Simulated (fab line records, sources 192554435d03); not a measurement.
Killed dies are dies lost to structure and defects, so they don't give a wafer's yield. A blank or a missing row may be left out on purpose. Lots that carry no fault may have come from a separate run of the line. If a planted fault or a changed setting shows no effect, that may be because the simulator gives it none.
Which tool is to blame? -- flow n5 finfet -- 72 wafers from 24 lots sampled at 4 of the route's 1938 steps

== WHAT EACH GAUGE READ, for each wafer ==
N5_BEOL_M6_CD_MEAS_28: the cd target is 40 nm. Usual: 39.97 nm for cd nm, sd 0.23.
lot,measured,on,cd nm (nm),flag
L075,day 8 20:29,cd sem-03,39.83 39.85 39.77,
L074,day 8 22:03,cd sem-02,40.32 39.90 40.01,
L076,day 8 23:25,cd sem-02,40.13 40.01 40.08,
L077,day 9 11:16,cd sem-02,39.59 39.71 40.06,
L078,day 9 15:12,cd sem-02,40.09 39.86 40.19,
L079,day 9 17:17,cd sem-01,40.21 39.69 39.65,
L080,day 9 22:26,cd sem-02,40.18 40.06 39.80,
L081,day 10 14:46,cd sem-03,40.08 39.99 40.20,
L082,day 10 16:57,cd sem-02,40.06 40.02 39.88,
L083,day 10 22:20,cd sem-03,40.23 40.09 40.13,
L084,day 11 07:57,cd sem-01,39.63 40.05 39.95,
L085,day 11 11:37,cd sem-02,39.95 39.24 40.10,
L086,day 11 16:26,cd sem-02,40.01 40.11 40.08,
L088,day 11 23:56,cd sem-01,39.91 39.99 39.76,
L089,day 12 02:11,cd sem-02,39.70 40.15 40.04,
L087,day 12 07:58,cd sem-01,39.86 39.56 39.93,
L090,day 12 08:01,cd sem-03,40.04 39.67 39.91,
L091,day 12 14:33,cd sem-03,40.01 39.85 40.23,
L093,day 13 23:41,cd sem-02,40.02 40.43 40.41,
L092,day 14 01:22,cd sem-03,39.79 40.09 39.85,
L097,day 14 02:49,cd sem-01,40.01 40.15 40.19,
L094,day 14 05:34,cd sem-03,39.69 40.03 39.97,
L095,day 14 09:38,cd sem-01,40.22 40.02 40.20,
L096,day 15 01:39,cd sem-03,40.12 39.57 40.03,

N5_BEOL_M6_CD_MEAS_35: target cd 40 nm, target cd y 28 nm. Usual: 40.2 nm for cd nm, sd 0.66.
lot,measured,on,cd nm (nm),flag
L075,day 8 21:13,cd sem-02,41.2 40.5 40.3,
L074,day 8 22:46,cd sem-01,40.7 40.7 41.0,
L076,day 9 00:16,cd sem-02,40.7 40.0 39.3,
L077,day 9 11:58,cd sem-02,41.1 40.6 40.1,
L078,day 9 16:05,cd sem-02,41.0 41.4 40.9,
L079,day 9 18:01,cd sem-02,39.9 40.8 39.6,
L080,day 9 23:09,cd sem-01,39.5 39.4 39.1,
L081,day 10 15:28,cd sem-02,39.9 40.3 40.7,
L082,day 10 17:39,cd sem-01,40.4 40.4 40.2,
L083,day 10 23:02,cd sem-02,40.5 40.8 40.1,
L084,day 11 08:50,cd sem-02,40.0 39.8 40.2,
L085,day 11 12:19,cd sem-03,40.1 40.3 40.4,
L086,day 11 17:25,cd sem-01,40.2 40.6 40.4,
L088,day 12 00:48,cd sem-01,40.4 39.7 39.8,
L089,day 12 02:54,cd sem-03,40.5 41.0 41.4,
L087,day 12 08:53,cd sem-02,40.6 41.4 41.2,
L090,day 12 09:17,cd sem-03,40.0 40.4 39.6,
L091,day 12 15:15,cd sem-01,40.7 40.6 40.2,
L093,day 14 00:23,cd sem-01,39.3 39.3 40.5,
L092,day 14 02:04,cd sem-03,39.6 40.8 39.8,
L097,day 14 03:37,cd sem-02,38.7 39.4 38.5,
L094,day 14 06:16,cd sem-02,39.8 39.0 39.3,
L095,day 14 10:44,cd sem-02,40.9 39.9 39.4,
L096,day 15 02:43,cd sem-02,40.3 41.0 40.5,

== WHICH TOOL RAN EACH LOT (tool, then ch and the chambers of the sampled wafers, then the start) ==
lot,N5_BEOL_M6_STRIP_67,N5_BEOL_M6_DESCUM_33
L075,"rie diel-05 ch 1,2, day 8 19:55","rie diel-05 ch 1,2,3, day 8 20:37"
L074,"rie diel-01 ch 0,1, day 8 21:22","rie diel-05 ch 0,1,2, day 8 22:10"
L076,"rie diel-01 ch 2,3, day 8 21:38","rie diel-05 ch 0,2,3, day 8 23:41"
L077,"rie diel-03 ch 0,1,3, day 9 10:34","rie diel-03 ch 1,2, day 9 11:23"
L078,"rie diel-03 ch 2,3, day 9 14:38","rie diel-03 ch 0,2,3, day 9 15:31"
L079,"rie diel-01 ch 1,3, day 9 16:37","rie diel-03 ch 0,1,3, day 9 17:25"
L080,"rie diel-05 ch 0,3, day 9 21:23","rie diel-03 ch 0,1,2, day 9 22:34"
L081,"rie diel-03 ch 0,1, day 10 11:13","rie diel-05 ch 0,2, day 10 14:53"
L082,"rie diel-01 ch 0,2, day 10 15:11","rie diel-01 ch 0,3, day 10 17:05"
L083,"rie diel-03 ch 0,2,3, day 10 21:41","rie diel-01 ch 0,1,2, day 10 22:28"
L084,"rie diel-05 ch 0,1,3, day 11 06:31","rie diel-05 ch 0,1,3, day 11 08:14"
L085,"rie diel-03 ch 0,2,3, day 11 10:58","rie diel-03 ch 2,3, day 11 11:44"
L086,"rie diel-05 ch 0,1,2, day 11 15:42","rie diel-03 ch 0,3, day 11 16:50"
L088,"rie diel-03 ch 0,1,3, day 11 21:52","rie diel-03 ch 1,3, day 12 00:13"
L089,"rie diel-05 ch 1,2,3, day 12 01:20","rie diel-05 ch 0,1,2, day 12 02:19"
L087,"rie diel-03 ch 0,3, day 12 04:31","rie diel-01 ch 0,1,2, day 12 08:17"
L090,"rie diel-03 ch 0,3, day 12 05:53","rie diel-03 ch 0,3, day 12 08:42"
L091,"rie diel-01 ch 1,2, day 12 13:01","rie diel-05 ch 0,1,3, day 12 14:40"
L093,"rie diel-05 ch 1,2,3, day 13 22:56","rie diel-01 ch 1,2,3, day 13 23:48"
L092,"rie diel-03 ch 0,3, day 13 23:06","rie diel-03 ch 0,1, day 14 01:29"
L097,"rie diel-03 ch 0,1,2, day 14 02:07","rie diel-01 ch 1,2, day 14 03:02"
L094,"rie diel-05 ch 1,3, day 14 02:49","rie diel-03 ch 0,2, day 14 05:41"
L095,"rie diel-01 ch 1,2, day 14 07:25","rie diel-05 ch 1,2,3, day 14 10:09"
L096,"rie diel-01 ch 0,1,2, day 14 23:55","rie diel-03 ch 0,1, day 15 02:08"
- N5_BEOL_M6_STRIP_67: strips in CF4.
- N5_BEOL_M6_DESCUM_33: chemistry O2, time 7 s.

== AS READ BY THE TOOLS THEMSELVES (means over the sampled wafers that have a number; for cases with no such wafer, the mark the record gives instead) ==
N5_BEOL_M6_STRIP_67. Usual: drypump motor current A 5.6 A, standard deviation 0.43; oes product au 0.78 a.u., standard deviation 0.085; rf vpp V 272.1 V, standard deviation 1.1; showerhead plenum p Torr 1.83 Torr, standard deviation 0.035; throttle valve pct 13.52 %, standard deviation 0.16.
lot,tool,drypump motor current A (A),oes product au (a.u.),rf vpp V (V),showerhead plenum p Torr (Torr),throttle valve pct (%),flag
L075,rie diel-05,5.4,0.74,271.1,1.82,13.50,
L074,rie diel-01,6.2,0.74,272.5,1.86,13.51,
L076,rie diel-01,5.9,0.80,271.9,1.85,13.69,
L077,rie diel-03,5.4,0.81,272.2,1.85,13.48,
L078,rie diel-03,5.3,0.68,272.1,1.83,13.52,
L079,rie diel-01,6.1,0.74,272.4,1.86,13.70,
L080,rie diel-05,5.9,0.69,272.2,1.78,13.77,
L081,rie diel-03,5.7,0.86,272.7,1.87,13.45,
L082,rie diel-01,5.6,0.85,272.4,1.83,13.54,
L083,rie diel-03,5.5,0.75,272.5,1.85,13.52,
L084,rie diel-05,5.7,0.80,270.7,1.79,13.39,
L085,rie diel-03,5.4,0.74,272.2,1.85,13.52,
L086,rie diel-05,5.8,0.78,272.0,1.82,13.42,
L088,rie diel-03,5.4,0.79,272.0,1.85,13.54,
L089,rie diel-05,5.6,0.86,270.3,1.79,13.40,
L087,rie diel-03,5.4,0.73,273.3,1.85,13.58,
L090,rie diel-03,5.6,0.79,273.0,1.87,13.53,
L091,rie diel-01,5.4,0.84,272.8,1.83,13.55,
L093,rie diel-05,5.6,0.82,271.2,1.79,13.45,
L092,rie diel-03,5.5,0.72,273.1,1.84,13.61,
L097,rie diel-03,5.5,0.85,271.8,1.84,13.35,
L094,rie diel-05,5.3,0.78,271.5,1.77,13.41,
L095,rie diel-01,5.4,0.82,272.2,1.82,13.58,
L096,rie diel-01,5.8,0.76,272.3,1.83,13.62,

N5_BEOL_M6_DESCUM_33. Usual: drypump motor current A 5.7 A, standard deviation 0.43; oes product au 0.79 a.u., standard deviation 0.089; rf vpp V 244.0 V, standard deviation 1.1; showerhead plenum p Torr 2.14 Torr, standard deviation 0.042; throttle valve pct 20.36 %, standard deviation 0.19.
lot,tool,drypump motor current A (A),oes product au (a.u.),rf vpp V (V),showerhead plenum p Torr (Torr),throttle valve pct (%),flag
L075,rie diel-05,5.6,0.70,243.2,2.09,20.48,
L074,rie diel-05,5.8,0.72,244.2,2.13,20.26,
L076,rie diel-05,6.0,0.69,243.6,2.11,20.50,
L077,rie diel-03,5.3,0.80,243.4,2.15,20.43,
L078,rie diel-03,5.5,0.75,244.4,2.18,20.34,
L079,rie diel-03,5.5,0.81,244.0,2.17,20.41,
L080,rie diel-03,5.5,0.80,244.4,2.17,20.35,
L081,rie diel-05,6.1,0.86,243.8,2.13,20.18,
L082,rie diel-01,6.4,0.72,244.4,2.16,20.35,
L083,rie diel-01,5.8,0.79,243.9,2.17,20.47,
L084,rie diel-05,5.7,0.80,243.2,2.10,20.24,
L085,rie diel-03,5.3,0.68,243.7,2.15,20.42,
L086,rie diel-03,5.4,0.74,244.1,2.17,20.42,
L088,rie diel-03,5.3,0.78,243.7,2.14,20.51,
L089,rie diel-05,5.8,0.77,243.4,2.11,20.18,
L087,rie diel-01,5.7,0.78,244.7,2.16,20.49,
L090,rie diel-03,5.7,0.79,245.2,2.19,20.37,
L091,rie diel-05,5.8,0.78,243.8,2.09,20.26,
L093,rie diel-01,5.7,0.76,243.4,2.15,20.47,
L092,rie diel-03,5.7,0.82,244.6,2.18,20.42,
L097,rie diel-01,5.5,0.78,244.3,2.17,20.51,
L094,rie diel-03,5.5,0.89,243.9,2.17,20.03,
L095,rie diel-05,5.6,0.82,242.4,2.08,20.30,
L096,rie diel-03,5.7,0.81,244.3,2.17,20.43,

== THE ANSWER, worked out from the rows above alone ==
Rule: a lot is off if the mean of its wafers that have a number lies more than 3 standard deviations from the usual mean. Also off: a lot with no number at a reading for which 4 or more lots have one. The other lots that the step has rows for count as sound. Order of review: gauges by route order, followed by the tools' own readings, for which a lot's mean as printed above is used. At the first step where some lot is off, the reading lying furthest off is the one used; lots without a number count as furthest.
Across all readings shown, no lot is off: no conclusion can be drawn from this.

== WHAT THE SIMULATOR HAD INSERTED ==
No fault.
